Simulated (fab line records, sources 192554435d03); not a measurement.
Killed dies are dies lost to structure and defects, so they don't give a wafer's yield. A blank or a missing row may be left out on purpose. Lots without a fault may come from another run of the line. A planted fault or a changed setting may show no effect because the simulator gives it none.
Split-lot experiment | flow n5_finfet | 7 lots, 39 wafers read, on a route of 1938 steps

THE SPLIT
At N5_SPACER0_ALD_08 (deposits SiNx, target thk 2 nm), the setting target_thk_a was moved away from the recipe's 20 angstrom on 12 of the 39 wafers read, by -21.4% to +56.5%. The other wafers ran this setting at the recipe's value.

FROM THE SPLIT TO THE READING: what the file shows between them, 6 steps
- N5_SD_EPI_N_COAT_32: time 60 s, resist thk 350 nm
- N5_SD_EPI_N_SD_RECESS_17: chemistry HBr/Cl2/O2, target depth 41 nm, time 23.7 s, bt time 3 s
- N5_SD_EPI_N_STRIP_38: strips in N2/H2
- N5_SD_EPI_N_WET_ETCH_43: etches SiO2 in dHF, time 14 s, target depth 1.5 nm
- N5_SD_EPI_N_STRIP_18: strips in SPM, time 750 s
- N5_SD_EPI_N_SRD_20: time 30 s

THE READING
SiNx_of_SPACER0_ALD_08.thk_nm (the simulator's own value, which no gauge read), in nm, at N5_SD_EPI_N_PRECLEAN_48 (cleans in NF3:NH3, afs cycles 2, time 20 s, sublimation time 60 s). The file gives no usual value for it. The 27 wafers here that ran the recipe average 1.3 nm, standard deviation 0.094 nm.

wafer  | tool, chamber at the split | target_thk_a as run, angstrom | against the recipe | SiNx_of_SPACER0_ALD_08.thk_nm, nm | against lot-mates on the recipe
L075.1 | ald_sin-03, 2,0,3          | 29.55                         | +47.8%             | 2.2                               | +0.9
L075.3 | ald_sin-03, 2,0,3          | 29.55                         | +47.8%             | 2.2                               | +0.9
L075.6 | ald_sin-03, 2,0,3          | 29.55                         | +47.8%             | 2.2                               | +0.9
L075.2 | ald_sin-03, 1,3,2          | 20                            | recipe             | 1.4                               | -
L075.4 | ald_sin-03, 1,3,2          | 20                            | recipe             | 1.2                               | -
L075.5 | ald_sin-03, 1,3,2          | 20                            | recipe             | 1.2                               | -
L085.1 | ald_sin-01, 2,1,0          | 26.18                         | +30.9%             | 2                                 | +0.7
L085.3 | ald_sin-01, 2,1,0          | 26.18                         | +30.9%             | 2                                 | +0.7
L085.6 | ald_sin-01, 2,1,0          | 26.18                         | +30.9%             | 2                                 | +0.7
L085.2 | ald_sin-01, 3,0,3          | 20                            | recipe             | 1.4                               | -
L085.5 | ald_sin-01, 3,0,3          | 20                            | recipe             | 1.4                               | -
L085.4 | ald_sin-01, 3,0,3          | 20                            | recipe             | 1.2                               | -
L091.1 | ald_sin-04, 3,2,1,0,1,0    | 20                            | recipe             | 1.4                               | -
L091.2 | ald_sin-04, 3,2,1,0,1,0    | 20                            | recipe             | 1.4                               | -
L091.3 | ald_sin-04, 3,2,1,0,1,0    | 20                            | recipe             | 1.4                               | -
L091.4 | ald_sin-04, 3,2,1,0,1,0    | 20                            | recipe             | 1.4                               | -
L091.5 | ald_sin-04, 3,2,1,0,1,0    | 20                            | recipe             | 1.4                               | -
L091.6 | ald_sin-04, 3,2,1,0,1,0    | 20                            | recipe             | 1.4                               | -
L092.1 | ald_sin-03, 0,1,3          | 20                            | recipe             | 1.2                               | -
L092.4 | ald_sin-03, 0,1,3          | 20                            | recipe             | 1.2                               | -
L092.5 | ald_sin-03, 0,1,3          | 20                            | recipe             | 1.4                               | -
L094.1 | ald_sin-04, 1,2,0,1,2,0    | 20                            | recipe             | 1.4                               | -
L094.2 | ald_sin-04, 1,2,0,1,2,0    | 20                            | recipe             | 1.4                               | -
L094.3 | ald_sin-04, 1,2,0,1,2,0    | 20                            | recipe             | 1.4                               | -
L094.4 | ald_sin-04, 1,2,0,1,2,0    | 20                            | recipe             | 1.4                               | -
L094.5 | ald_sin-04, 1,2,0,1,2,0    | 20                            | recipe             | 1.4                               | -
L094.6 | ald_sin-04, 1,2,0,1,2,0    | 20                            | recipe             | 1.2                               | -
L095.1 | ald_sin-01, 3,2,0          | 31.29                         | +56.5%             | 2.4                               | +1.1
L095.3 | ald_sin-01, 3,2,0          | 31.29                         | +56.5%             | 2.4                               | +1.1
L095.4 | ald_sin-01, 3,2,0          | 31.29                         | +56.5%             | 2.4                               | +1.1
L095.2 | ald_sin-01, 1,2,3          | 20                            | recipe             | 1.2                               | -
L095.6 | ald_sin-01, 1,2,3          | 20                            | recipe             | 1.2                               | -
L095.5 | ald_sin-01, 1,2,3          | 20                            | recipe             | 1.4                               | -
L096.1 | ald_sin-03, 3,2,2          | 15.72                         | -21.4%             | 0.8                               | -0.5
L096.4 | ald_sin-03, 3,2,2          | 15.72                         | -21.4%             | 0.8                               | -0.5
L096.5 | ald_sin-03, 3,2,2          | 15.72                         | -21.4%             | 0.8                               | -0.5
L096.2 | ald_sin-03, 1,0,3          | 20                            | recipe             | 1.4                               | -
L096.6 | ald_sin-03, 1,0,3          | 20                            | recipe             | 1.4                               | -
L096.3 | ald_sin-03, 1,0,3          | 20                            | recipe             | 1.2                               | -
Where a row lists several chambers, the file gives one row for several wafers and doesn't say which wafer went through which chamber.

THE FIT
A straight line over all 39 wafers: SiNx_of_SPACER0_ALD_08.thk_nm changes by +0.0196 nm for each +1% of target_thk_a; r = +0.98; the points scatter about the line by 0.091 nm.
The same after taking each lot's own level away (the mean of its wafers on the recipe; 39 wafers): +0.0206 nm for each +1%; r = +0.99; scatter 0.074 nm.
On that fit, the largest move of target_thk_a shifts the reading by 1.2 nm.
The lots' own levels span 1.27 to 1.40 nm, that is 1.4 times the standard deviation above.
So the lot-to-lot level changes the slope little: the two slopes agree.
Check: with one of the wafers moved furthest among these (+56.5%) left out of the fit, the line predicts +1.16 nm for it against its lot-mates. It came out at +1.13 nm against them.

OTHER SPLITS ON THESE WAFERS
These wafers also went through other splits before the reading. Each is held against what the fit with the lots' levels taken away leaves over:
other split on the same wafers          | wafers away from the commonest value | r with SiNx_of_SPACER0_ALD_08.thk_nm (lot level and that fit taken away)
N5_FIN_SAQP_SPACER2_ALD_28 target_thk_a | 15                                   | +0.07

THE WHOLE CHAIN: every reading that the file lists as answering this split, in the file's order
step                    | what it does                                                      | reading                                                                        | change (the file's fit)                | r (the file's)
N5_SPACER0_ALD_08       | deposits SiNx, target thk 2 nm                                    | SiNx_of_SPACER0_ALD_08.thk_nm (the simulator's own value, which no gauge read) | +0.0207 nm for each +1% of the setting | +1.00
N5_SD_EPI_N_WET_ETCH_43 | etches SiO2 in dHF, time 14 s, target depth 1.5 nm                | SiNx_of_SPACER0_ALD_08.thk_nm (the simulator's own value, which no gauge read) | +0.0177 nm for each +1% of the setting | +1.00
N5_SD_EPI_N_PRECLEAN_48 | cleans in NF3:NH3, afs cycles 2, time 20 s, sublimation time 60 s | SiNx_of_SPACER0_ALD_08.thk_nm (the simulator's own value, which no gauge read) | +0.0204 nm for each +1% of the setting | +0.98

THE FILE'S OWN FIT
SiNx_of_SPACER0_ALD_08.thk_nm changes by +0.0204 nm for each +1% of target_thk_a, r = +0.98.
